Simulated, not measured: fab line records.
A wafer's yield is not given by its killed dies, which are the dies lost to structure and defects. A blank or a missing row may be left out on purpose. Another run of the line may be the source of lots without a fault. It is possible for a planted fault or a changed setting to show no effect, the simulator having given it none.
A struck lot beside a sound one :: flow nand_harc :: 13 out of 1159 route steps
Sound: the wafers L326.1, L326.5, L326.6. Wafers L338.2, L338.4, L338.6 were the ones struck. Last of all comes the cause.
Each step with rows lists, per side, the tool, then ch with its chambers, then its first start. Under that, the readings that differ: sound wafers :: struck wafers :: difference of the means :: sigmas: that difference in standard deviations of wafers without a fault.
alike: readings whose means differ by less than 2 such deviations, and words and numbers that are the same on both sides. not compared: withheld readings, readings that some wafer has no value for, bounds like >300 that may hide the same value, and numbers for which the record gives no deviation and whose values overlap.
The two part at a step that has a row with sigmas, a row that says differs or no value, or rows on one side only. Numbers that don't overlap but have no deviation are shown without sigmas and don't part them. Lack of a reading on every wafer of one side parts them only where that side has two or more wafers.

NHARC_P_CONTACT_CMP_24: polishes, t overpolish 30 s, target thk 200 nm.
  sound on cmp-04 ch 1,2,3, day 6 06:01; struck on cmp-01 ch 2,3, day 9 00:44
  alike: motor_current_A, overpolish_run_s, slurry_flow_ml_min, time_to_endpoint_s
  not compared: pad_life_wafers
next, for these wafers, 1 step has no rows: NHARC_P_CONTACT_SRD_26.
NHARC_P_CONTACT_INSPECT_27:
  sound on defect_inspect-02, day 6 06:22; struck on defect_inspect-01, day 9 01:08
  alike: raw_defect_count
then, 8 steps without rows for these wafers: NHARC_P_M0_DEP_00 (deposits SiOC, target thk 150 nm); NHARC_P_M0_DEHYDRATE_01 (time 120 s); NHARC_P_M0_HMDS_02 (time 30 s); NHARC_P_M0_COAT_33 (time 65 s); NHARC_P_M0_COAT_03 (resist thk 90 nm); NHARC_P_M0_SOFTBAKE_04 (time 55 s); NHARC_P_M0_EBR_05; NHARC_P_M0_EXPOSE_06 (exposes mask P M0, target cd 90 nm).
NHARC_P_M0_PEB_07: peb time 65 s.
  struck on litho_track-06, day 9 01:58; sound on litho_track-04 ch 0, day 6 07:12
  no value came back on the struck wafers for chill_plate_temp_C (C), exhaust_pa (Pa); on the sound wafers chill_plate_temp_C (C) reads 23.14 23.05 23.13
then, 1 step without rows for these wafers: NHARC_P_M0_DEVELOP_08 (develop time 35 s).

== WHERE THEY PART ==
Only at NHARC_P_M0_PEB_07, as far as this record shows.

WHY: what had been put in by the simulator
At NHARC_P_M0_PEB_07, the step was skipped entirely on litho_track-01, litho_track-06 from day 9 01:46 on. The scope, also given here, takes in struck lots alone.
